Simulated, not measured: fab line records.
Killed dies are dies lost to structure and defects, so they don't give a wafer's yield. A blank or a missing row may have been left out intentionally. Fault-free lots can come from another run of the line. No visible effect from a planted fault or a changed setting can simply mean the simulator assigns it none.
fab line records | flow n5Finfet
record lots=5 wafers=15 lastDay=21
route steps=1938 shown BEOL_M2@880 BEOL_M4@1111 PASSIVATION@1936
lots with no fault: from the same line, run without faults
startH: hours from the record's opening day to when the first of the lot's shown wafers began | waitH: hours since the lot's step before | " as in the row above | L1.1+2: several wafers, shown together as one row | - no value, or no start given | * or withheld: withheld | < > ~ a bound
route shown NAME@n: a module of which the file shows steps, and the number in the route of the first | usual: mean/standard deviation of fault-free wafers | same: alike in all rows | chamber/n: place in a boat | sites: readings site by site | _std_site: standard deviation across them | _edge_site: mean of outer sites minus mean of inner sites | radiusMm: for every site, how far away it sits from the centre of the wafer | mask NAME#n: copy n | behind: the tool/chamber that last shaped the wafer | hold: reason for holding the lot/hours on hold/outcome of the hold | device: the n, p or np transistor that did not switch | end of line: the same wafers' tests at the end of the route | a step without rows: its recipe alone | killed: dies that structure and defects cost at the first sort, which is not the same as the wafer's yield | map: dies across one wafer; x = killed, . = not, _ = none there
set.NAME: the run value of the setting; set.NAME@STEP: its run value at that earlier step | model.NAME: the simulator's own value behind a step, which no gauge read
certain route steps with their lots: each step a table, each wafer a row
services: a tool's chamber out of use, with start hour (startH, from the record's first day; less than 0 if before it), hours out, and reason
## steps
# step N5_BEOL_M2_ETCH_77
# recipe chemistry=N2/H2 target=underlayer targetDepthA=65 maskMaterial=CAR-EUV timeS=5.2 ionEnergyEv=200 pressureMtorr=30 sourceW=840 biasW=150 n2FlowSccm=200 h2FlowSccm=200 ends=cleared
# step N5_BEOL_M2_ETCH_69
# recipe chemistry=CF4 target=SiARC targetDepthA=156 maskMaterial=CAR-EUV timeS=26 ionEnergyEv=80 pressureMtorr=40 sourceW=545 biasW=36 Ar_flow_sccm=100 cf4FlowSccm=100 ends=cleared
# step N5_BEOL_M2_ALD_98
# recipe material=SiO2 targetThkA=25 tempC=100 aldPrecursorFamily=BDEAS aldCoReactant=O2-plasma pulseTimeS=1 coReactantPulseTimeS=1 purgeTimeS=2 coReactantPurgeTimeS=2 aldCycles=17 pressureTorr=2
# step N5_BEOL_M2_ETCHBACK_99
# recipe chemistry=CHF3 target=SiO2 targetDepthA=50 timeS=10.4 sourceW=215 biasW=47 Ar_flow_sccm=200 CHF3_flow_sccm=12 ionEnergyEv=100 pressureMtorr=30
# step N5_BEOL_M2_ETCH_70
# recipe chemistry=N2/H2 target=SOC targetDepthA=800 overetchA=240 maskMaterial=SiARC tempC=40 timeS=130 ionEnergyEv=200 pressureMtorr=30 sourceW=840 biasW=150 n2FlowSccm=200 h2FlowSccm=200
# step N5_BEOL_M2_STRIP_71
# recipe chemistry=N2/H2 tempC=40 n2FlowSccm=200 h2FlowSccm=200 rfFrequencyHz=6e+07
# step N5_BEOL_M2_STRIP_78
# recipe chemistry=N2/H2 tempC=40 n2FlowSccm=200 h2FlowSccm=200 rfFrequencyHz=6e+07
# step N5_BEOL_M2_VIA_ETCH_34
# recipe chemistry=C4F6/O2 targetDepthA=694 maskMaterial=SOC pressureMtorr=15 ionEnergyEv=250 taperDeg=4 timeS=65.9 sourceW=350 biasW=170 Ar_flow_sccm=300 C4F6_flow_sccm=10 O2_flow_sccm=10
# step N5_BEOL_M2_STRIP_83
# recipe chemistry=C4F6/O2 resist=SiARC rfFrequencyHz=6e+07
# step N5_BEOL_M2_STRIP_36
# recipe chemistry=N2/H2 powerW=450 tempC=40 pressureMtorr=20 rfFrequencyHz=6e+07 overashFraction=0.3 biasPowerW=7 h2Frac=0.5 n2FlowSccm=200 h2FlowSccm=200
# step N5_BEOL_M2_TRENCH_ETCH_37
# recipe chemistry=C4F6/O2 targetDepthA=555.55 target=SiOC timeS=29.2 ionEnergyEv=250 pressureMtorr=30 sourceW=355 biasW=185 Ar_flow_sccm=300 C4F6_flow_sccm=10 O2_flow_sccm=10
# step N5_BEOL_M2_ETCH_41
# recipe chemistry=CH3F/O2 target=SiCN targetDepthA=299 taperDeg=2 timeS=52.5 ionEnergyEv=120 maskMaterial=TiN pressureMtorr=30 sourceW=395 biasW=75 Ar_flow_sccm=150 CH3F_flow_sccm=30 O2_flow_sccm=20
# step N5_BEOL_M2_STRIP_97
# recipe chemistry=N2/H2 timeS=10 powerW=450 tempC=40 pressureMtorr=20 rfFrequencyHz=6e+07 biasPowerW=7 n2FlowSccm=200 h2FlowSccm=200
# usual biasPowerW=7.001/0.02 chamberPressureMTorr=20.000/0.018 drypumpMotorCurrentA=5.6/0.54 oesProductAu=0.78/0.082 rfVppV=59.2/0.86 showerheadPlenumPTorr=2.53/0.07 throttleValvePct=23.4/0.33
# columns lot.wafer tool chamber startH waitH biasPowerW chamberPressureMTorr drypumpMotorCurrentA oesProductAu rfHoursCounterH rfVppV showerheadPlenumPTorr throttleValvePct
L545.1 rieDiel-04 1 194.81 - 7.037 19.997 6.3 0.88 34 59.2 2.60 23.8
L545.2 " 3 " " 7.015 20.014 6.6 0.71 212 60.0 2.60 23.2
L545.4 " 0 " " 7.015 19.980 5.8 0.67 230 60.4 2.48 23.1
L557.1 rieDiel-01 3 245.76 - - - - - - - - -
L557.3 " 1 " " - - - - - - - -
L557.5 " 3 " " - - - - - - - -
L555.1 rieDiel-04 3 261.62 - - - - - - - - -
L555.4 " 3 " " - - - - - - - -
L555.6 " 2 " " - - - - - - - -
L559.3 rieDiel-04 3 276.44 - - - - - - - - -
L559.5 " 1 " " - - - - - - - -
L559.6 " 0 " " - - - - - - - -
L563.1 rieDiel-05 2 314.32 - 6.989 19.985 5.4 0.73 182 58.7 2.51 23.2
L563.4 " 3 " " 7.009 19.978 5.3 0.87 61 59.3 2.47 23.5
L563.6 " 2 " " 7.000 19.986 5.4 0.72 - 59.4 2.51 23.2
# step N5_BEOL_M2_HM_STRIP_39
# recipe chemistry=peroxideTinStrip material=TiN targetDepthA=250 tempC=50 timeS=158
# step N5_BEOL_M2_SRD_40
# recipe timeS=30 tempC=23 rinseLiquid=diw dry=ipaMarangoni
# step N5_BEOL_M2_PRECLEAN_42
# recipe chemistry=residueRemover timeS=60 tempC=40
# step N5_BEOL_M2_SRD_43
# recipe timeS=30 tempC=23 rinseLiquid=diw dry=ipaMarangoni
# step N5_BEOL_M2_DEGAS_44
# recipe ambient=vacuum tempC=250 timeS=60
# step N5_BEOL_M2_PRE_CLEAN_45
# recipe gas=H2/He timeS=30 tempC=250
# step N5_BEOL_M2_ALD_84
# recipe material=TaN targetThkA=* tempC=275 aldPrecursorFamily=PDMAT aldCoReactant=NH3 pressureTorr=3 carrierFlowSccm=1500 pulseTimeS=2 purgeTimeS=3 coReactantPurgeTimeS=2 coReactantPulseTimeS=3 aldCycles=30 precursorVesselTempC=75 precursorVesselPressureTorr=26.25 precursorVesselCarrierSccm=1000
# step N5_BEOL_M2_SURFACE_TREAT_85
# recipe gas=Ar timeS=* ionEnergyEv=* ionCurrentMaCm2=0.5 pressureMtorr=* arFlowSccm=30
# step N5_BEOL_M2_CVD_47
# recipe material=Co targetThkA=30 tempC=withheld precursor=CCTBA/H2 pressureTorr=30 timeS=223.8
# step N5_BEOL_M2_SPUTTER_48
# recipe material=Cu targetThkA=45 tempC=-20 chamberPressurePa=0.07 powerW=withheld timeS=8.29
# step N5_BEOL_M2_ANNEAL_49
# recipe tempC=400 timeS=240 ambient=vacuum
# step N5_BEOL_M2_SPUTTER_79
# recipe material=Cu targetThkA=45 tempC=-20 chamberPressurePa=0.07 powerW=withheld timeS=8.29
# step N5_BEOL_M2_ANNEAL_80
# recipe tempC=400 timeS=240 ambient=vacuum
# step N5_BEOL_M2_SPUTTER_81
# recipe material=Cu targetThkA=45 tempC=-20 chamberPressurePa=0.07 powerW=withheld timeS=8.29
# step N5_BEOL_M2_ANNEAL_82
# recipe tempC=400 timeS=240 ambient=vacuum
# step N5_BEOL_M2_SPUTTER_86
# recipe material=Cu targetThkA=45 tempC=-20 chamberPressurePa=0.07 powerW=withheld timeS=8.29
# step N5_BEOL_M2_ANNEAL_87
# recipe tempC=400 timeS=240 ambient=vacuum
# step N5_BEOL_M2_SPUTTER_88
# recipe material=Cu targetThkA=45 tempC=-20 chamberPressurePa=0.07 powerW=withheld timeS=8.29
# step N5_BEOL_M2_ANNEAL_89
# recipe tempC=400 timeS=240 ambient=vacuum
# step N5_BEOL_M2_SPUTTER_90
# recipe material=Cu targetThkA=45 tempC=-20 chamberPressurePa=0.07 powerW=withheld timeS=8.29
# step N5_BEOL_M2_ANNEAL_91
# recipe tempC=400 timeS=240 ambient=vacuum
# step N5_BEOL_M2_SPUTTER_92
# recipe material=Cu targetThkA=45 tempC=-20 chamberPressurePa=0.07 powerW=withheld timeS=8.29
# step N5_BEOL_M2_ANNEAL_93
# recipe tempC=400 timeS=240 ambient=vacuum
# step N5_BEOL_M2_SPUTTER_94
# recipe material=Cu targetThkA=45 tempC=-20 chamberPressurePa=0.07 powerW=withheld timeS=8.29
# step N5_BEOL_M2_ANNEAL_95
# recipe tempC=400 timeS=240 ambient=vacuum
# step N5_BEOL_M2_SPUTTER_96
# recipe material=Cu targetThkA=45 tempC=-20 chamberPressurePa=0.07 powerW=withheld timeS=8.29
# step N5_BEOL_M2_ECD_50
# recipe material=Cu targetThkA=3000
# step N5_BEOL_M4_RC_MEAS_101
# usual DIBL_N=37.1/2.6 DIBL_P=38/3 IOFF_N=0.18/0.052 IOFF_P=0.25/0.06 ION_N=678/15 ION_P=467/8.6 SS_N=71.7/0.73 SS_P=73.7/0.89 VT_N=249/4.3 VT_P=-248/3.8
# columns lot.wafer tool chamber startH waitH DIBL_N[mV/V] DIBL_P[mV/V] IOFF_N[nA/um] IOFF_P[nA/um] ION_N[uA/um] ION_P[uA/um] SS_N[mV/dec] SS_P[mV/dec] VT_N[mV] VT_P[mV]
L545.1 prober-01 0 257.42 0.4 34.8 35 0.14 0.21 678 470 71.3 73.5 251 -249
L545.2 " 0 " " 35.0 36 0.14 0.25 658 462 71.2 73.7 250 -244
L545.4 " 0 " " 37.5 37 0.18 0.25 675 458 72.8 74.1 248 -247
L557.1 prober-01 0 317.15 0.0 35.4 36 0.13 0.21 662 464 71.3 73.9 255 -251
L557.3 " 0 " " 35.0 36 0.13 0.22 669 464 70.7 73.9 254 -249
L557.5 " 0 " " 36.1 38 0.15 0.25 682 473 71.1 74.1 250 -247
L555.1 prober-02 0 323.11 0.0 34.0 32 0.11 0.16 657 450 71.3 73.2 256 -255
L555.4 " 0 " " 35.6 33 0.13 0.18 667 457 72.0 73.3 253 -254
L555.6 " 0 " " 38.1 36 0.18 0.21 687 464 72.2 73.5 251 -254
L559.3 prober-02 0 327.20 0.3 38.7 40 0.19 0.30 681 474 71.1 74.3 249 -244
L559.5 " 0 " " 37.3 37 0.18 0.26 690 473 71.5 73.5 248 -243
L559.6 " 0 " " 40.8 43 0.24 0.39 687 477 72.3 74.8 243 -239
L563.1 prober-01 0 402.57 0.0 39.9 41 0.24 0.31 703 485 71.7 75.0 244 -243
L563.4 " 0 " " 39.5 41 0.23 0.29 687 474 72.1 74.5 246 -246
L563.6 " 0 " " 39.4 39 0.21 0.24 687 469 71.5 74.3 248 -248
# step N5_PASSIVATION_PROBE_49
# usual defectLimitedYield=91.4/1.4 killed_at_M0_to_M3=34/9.1 killed_at_M4_up=14/5.2 killedAtContacts=12/6.4 killedAtFrontEnd=38/11 killedAtOther=3.7/2.8 killedDies=102/17 killedOnRim=14/3.9 killedOpen=68/13 killedShort=32/7.8 sort_bin_5_function=5.1/1 sort_bin_6_memory=3.2/0.66 sortNPass=1076/19 sortYieldPct=91.2/1.6
# same grossDies=1180 killedAtBackSide=0 sort_bin_4_leakage[%]=0 sort_bin_8_speed[%]=0
# columns lot.wafer tool chamber startH waitH defectLimitedYield[%] killed_at_M0_to_M3 killed_at_M4_up killedAtContacts killedAtFrontEnd killedAtOther killedDies killedOnRim killedOpen killedShort sort_bin_5_function[%] sort_bin_6_memory[%] sortNPass sortYieldPct[%]
L545.1 prober-01 - 359.12 0.0 91.9 38 16 17 20 4 95 16 61 32 4.1 3.7 1085 91.9
L545.2 prober-01 - 359.17 0.1 91.5 30 20 10 34 6 100 11 59 39 4.8 3.1 1080 91.5
L545.4 prober-01 - 359.27 0.2 94.3 24 11 4 27 1 67 8 47 20 3.2 2.2 1113 94.3
L557.1 prober-02 - 422.42 0.0 86.9 93 14 14 30 4 155 23 99 52 7.9 4.7 1025 86.9
L557.3 prober-02 - 422.52 0.1 82.6 117 23 29 33 3 205 27 156 47 10.7 6.1 975 82.6
L557.5 prober-02 - 422.62 0.2 80.5 124 19 12 68 7 230 31 176 53 12.1 6.9 950 80.5
L555.1 prober-02 - 432.04 0.0 85.4 107 14 10 40 1 172 27 121 50 8.1 6.3 1008 85.4
L555.4 prober-02 - 432.19 0.2 84.1 126 9 14 34 5 188 24 126 60 9.5 6.1 992 84.1
L555.6 prober-02 - 432.29 0.3 86.9 102 11 4 31 6 154 17 107 45 8.3 4.2 1026 86.9
L559.3 prober-01 - 436.21 0.1 85.2 106 15 7 41 6 175 31 134 41 8.8 5.5 1005 85.2
L559.5 prober-01 - 436.31 0.2 81.9 121 14 6 69 3 213 27 156 56 9.7 7.9 967 81.9
L559.6 prober-01 - 436.36 0.3 84.4 112 10 9 52 1 184 27 132 51 9.0 5.9 996 84.4
L563.1 prober-02 - 508.63 0.0 93.1 26 4 13 26 13 82 11 53 29 4.2 2.5 1098 93.1
L563.4 prober-02 - 508.78 0.2 90.6 26 16 5 57 7 111 12 67 44 5.4 3.5 1069 90.6
L563.6 prober-02 - 508.88 0.3 91.4 24 20 8 42 7 101 5 68 33 4.6 3.7 1079 91.4
# killed by level:class
L545.1 MOL_CONTACT_COAG:geometricParticle:open=13 BEOL_M4:geometricParticle:open=9 BEOL_M2:geometricParticle:open=8 BEOL_M0_SAQP:geometricParticle:short=7 BEOL_M3:geometricParticle:open=7 BEOL_M1:geometricParticle:open=5 STI_FIN_REVEAL:geometricParticle:open=4 MOL_CONTACT_COAG:geometricParticle:short=4
L545.2 BEOL_M4:geometricParticle:open=12 BEOL_M0_SAQP:geometricParticle:short=9 MOL_CONTACT_COAG:geometricParticle:open=9 STI_FIN_REVEAL:geometricParticle:open=8 BEOL_M0_SAQP:geometricParticle:open=8 BEOL_M0:geometricParticle:open=5 STARTING-WAFER:geometricParticle:short=5 BEOL_M4:geometricParticle:short=4
L545.4 STI_FIN_REVEAL:geometricParticle:open=12 BEOL_M4:geometricParticle:open=8 BEOL_M0_SAQP:geometricParticle:open=6 BEOL_M0_SAQP:geometricParticle:short=6 BEOL_M2:geometricParticle:open=5 DUMMY_GATE:geometricParticle:open=4 MOL_CONTACT_COAG:geometricParticle:open=3 STARTING-WAFER:geometricParticle:short=3
L557.1 BEOL_M2:geometricParticle:open=58 BEOL_M2:geometricParticle:short=21 STI_FIN_REVEAL:geometricParticle:open=10 MOL_CONTACT_COAG:geometricParticle:open=10 BEOL_M0_SAQP:geometricParticle:short=5 BEOL_M1:geometricParticle:open=5 STI_FIN_REVEAL:geometricParticle:short=4 MOL_CONTACT_COAG:geometricParticle:short=4
L557.3 BEOL_M2:geometricParticle:open=61 MOL_CONTACT_COAG:geometricParticle:open=23 BEOL_M2:geometricParticle:short=19 BEOL_M4:geometricParticle:open=16 STI_FIN_REVEAL:geometricParticle:open=14 BEOL_M0_SAQP:geometricParticle:open=13 BEOL_M1:geometricParticle:open=9 DUMMY_GATE:geometricParticle:open=6
L557.5 BEOL_M2:geometricParticle:open=79 STI_FIN_REVEAL:geometricParticle:open=40 BEOL_M2:geometricParticle:short=17 FIN_SAQP:geometricParticle:open=11 BEOL_M0_SAQP:geometricParticle:short=11 BEOL_M0_SAQP:geometricParticle:open=9 BEOL_M4:geometricParticle:open=9 MOL_CONTACT_COAG:geometricParticle:short=7
L555.1 BEOL_M2:geometricParticle:open=64 BEOL_M2:geometricParticle:short=23 FIN_SAQP:geometricParticle:open=9 STI_FIN_REVEAL:geometricParticle:open=8 DUMMY_GATE:geometricParticle:open=7 MOL_CONTACT_COAG:geometricParticle:open=7 FIN_SAQP:geometricParticle:short=6 BEOL_M0_SAQP:geometricParticle:open=6
L555.4 BEOL_M2:geometricParticle:open=72 BEOL_M2:geometricParticle:short=25 MOL_CONTACT_COAG:geometricParticle:open=12 BEOL_M0_SAQP:geometricParticle:short=9 BEOL_M0_SAQP:geometricParticle:open=7 BEOL_M1:geometricParticle:open=6 FIN_SAQP:geometricParticle:short=5 STI_FIN_REVEAL:geometricParticle:open=5
L555.6 BEOL_M2:geometricParticle:open=60 BEOL_M2:geometricParticle:short=17 BEOL_M0_SAQP:geometricParticle:open=7 BEOL_M0_SAQP:geometricParticle:short=7 DUMMY_GATE:geometricParticle:open=6 BEOL_M1:geometricParticle:open=5 FIN_SAQP:geometricParticle:open=4 STI_FIN_REVEAL:geometricParticle:open=4
L559.3 BEOL_M2:geometricParticle:open=74 FIN_SAQP:geometricParticle:open=17 BEOL_M2:geometricParticle:short=11 MOL_CONTACT_COAG:geometricParticle:open=7 FIN_SAQP:geometricParticle:short=6 BEOL_M3:geometricParticle:open=6 BEOL_M4:geometricParticle:open=6 BEOL_M0:geometricParticle:open=4
L559.5 BEOL_M2:geometricParticle:open=79 FIN_SAQP:geometricParticle:open=19 FIN_SAQP:geometricParticle:short=13 STI_FIN_REVEAL:geometricParticle:open=10 BEOL_M2:geometricParticle:short=10 BEOL_M3:geometricParticle:open=8 STARTING-WAFER:geometricParticle:short=6 BEOL_M0_SAQP:geometricParticle:open=5
L559.6 BEOL_M2:geometricParticle:open=63 BEOL_M2:geometricParticle:short=23 FIN_SAQP:geometricParticle:open=19 MOL_CONTACT_COAG:geometricParticle:open=9 BEOL_M3:geometricParticle:open=6 BEOL_M0:geometricParticle:open=6 FIN_SAQP:geometricParticle:short=5 DUMMY_GATE:geometricParticle:open=5
L563.1 MOL_CONTACT_COAG:geometricParticle:open=8 PAD_METAL:geometricParticle:open=7 DUMMY_GATE:geometricParticle:open=6 BEOL_M0_SAQP:geometricParticle:short=6 PAD_METAL:geometricParticle:short=6 FIN_SAQP:geometricParticle:open=5 MOL_CONTACT_COAG:geometricParticle:short=5 BEOL_M0_SAQP:geometricParticle:open=4
L563.4 DUMMY_GATE:geometricParticle:open=12 GATE_CUT:geometricParticle:short=9 FIN_SAQP:geometricParticle:short=8 BEOL_M3:geometricParticle:open=8 FIN_SAQP:geometricParticle:open=5 STI_FIN_REVEAL:geometricParticle:open=5 BEOL_M1:geometricParticle:open=5 BEOL_M5:geometricParticle:open=5
L563.6 FIN_SAQP:geometricParticle:open=12 BEOL_M4:geometricParticle:open=9 FIN_SAQP:geometricParticle:short=8 DUMMY_GATE:geometricParticle:open=7 BEOL_M5:geometricParticle:open=6 BEOL_M3:geometricParticle:open=6 MOL_CONTACT_COAG:geometricParticle:open=5 BEOL_M0_SAQP:geometricParticle:short=5
# map L555.4 (x killed, . not)
_________________....x.......________________
______________.x.x.....x...x...._____________
___________.....xx..x.x.x...x..x.xx__________
__________..............x.....x....._________
________x..x.......x..........xx......_______
_______.....xx.......x...........x..x..______
______..x.x...x.....................x..x_____
_____....x...x.........x.x.........x.xx..____
____.x...x.xx..........xx......xx.........___
___.......x.x.......x.....xx...x..x.x...x.x__
___...x.x...x..x....x..xxx.x.........x....x__
__..............x......x.x.........x..xx...._
__......x...x.....x....xx...x.....x.x......._
_.x..x.......x........................xx..x..
_.x.......x....x..............x..............
_..x.x........x.xx......x...x...............x
_.......xx...x..........x...x.........x.x....
_...x...............x............x........x..
_...x...................x....x..............x
_............xx.....xx..x....x.x.....x.....x.
_...x...x..................x...x........x....
__......xx.....xx......xx.............x....._
__...x.....x....x.xxx..........x..x....x...._
___......x.......x.......x........x..x.....__
___........x.........x.....................__
____.....x.......x.......x..........x...xx___
_____...........x.............x...x......____
______..x......xxx......x..x............_____
_______.....x.......x.x...........x..xx______
________..x.x.............x.......x..._______
__________x.xx.x.......x........x..._________
___________x.......x...............__________
______________.x.x....x........._____________
_________________..x.........________________
# map L557.5 (x killed, . not)
_________________......x....x________________
______________.....x..x.x....xx._____________
___________xx.........x..x..xxxxx..__________
__________xx..........x....x........_________
________x..x........x.x....xx...x.x..._______
_______.........x..x......x...x........______
______.x....xx..x..x..xx......x....x...._____
_____xx...x....x.x..........x.....x.....x____
____.....xx.......x..........xx.x.........___
___..x......xx.x....xx....x............x..x__
___.....x.....x....x.x........xx...xx......__
__x..........x......x........x.xxx.........x_
__..x.............xx...xx........x.........x_
_x.............xx...............x..........xx
_.x....x..................xx..xxx...........x
_...........x...x....x........x.x............
_..x.xx..........x....x..........x.....x...x.
_..x..xx..x.....xx...x.......x..x.xx.x..x.xx.
_..x.....x...x...x.........x..x.......x......
_.xx..x.....x.......x........x....x...x..x...
_.x..............x..xx..x...x.x.x..x.....x...
__.x...x.......xx.x......x..x.....x........._
__..xx.xxx..x.x......x.x....x.....xx.x......_
___..x........x........x...........x.......__
___...........xx..xx.....x...........x.x.xx__
____.x.......x.x.........x...xx...........___
_____.........xx.......x....xx.....x.xxx.____
______...........x.x...x.x.....x...x...._____
_______....x.x.....x.....x..x....x.....______
________..................x.x........._______
__________.......x....x..x..xx......_________
___________....x.x.x.....x.......x.__________
______________..x..............._____________
_________________.....x......________________
## services
# columns tool chamber startH hours kind
rieDiel-05 - 177.06 2.8 pm
rieDiel-05 - 188.93 0.2 repair
rieDiel-04 3 206.48 9.8 repair
rieDiel-01 0 208.40 5.3 repair
rieDiel-05 - 208.65 0.6 repair
rieDiel-01 3 226.33 4.3 repair
rieDiel-05 1 232.14 1.4 repair
rieDiel-01 2 238.47 - clean
rieDiel-01 2 238.47 - consumableReplace:focusRing
rieDiel-01 2 238.47 - consumableReplace:showerhead
rieDiel-01 2 238.47 17.9 scheduledDown
rieDiel-01 2 238.47 17.9 ventCycle
rieDiel-04 0 249.99 - clean
rieDiel-04 0 249.99 - consumableReplace:focusRing
rieDiel-04 0 249.99 21.8 scheduledDown
rieDiel-04 0 249.99 21.8 ventCycle
rieDiel-04 3 304.27 - clean
rieDiel-04 3 304.27 - consumableReplace:focusRing
rieDiel-04 3 304.27 19.4 scheduledDown
rieDiel-04 3 304.27 19.4 ventCycle
## key
firstSign step=N5_BEOL_M2_STRIP_97 reading=toolRecord direction=missing
effect step=N5_PASSIVATION_PROBE_49 reading=killed_at_M0_to_M3 direction=up sigmas=8.5 usual=34 struck=112
moreKillsBornAt N5_BEOL_M2_STRIP_97@rieDiel-04=489 N5_BEOL_M2_STRIP_97@rieDiel-01=230
metAt N5_BEOL_M2_STRIP_97
struckWafers L555.1,L555.4,L555.6,L557.1,L557.3,L557.5,L559.3,L559.5,L559.6
onsetBetween 194.81 245.76
fault kind=skippedStepWhole tool=rieDiel-01,rieDiel-04 chamber=- onsetH=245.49 steps=N5_BEOL_M2_STRIP_97 scope=struckLotsOnly
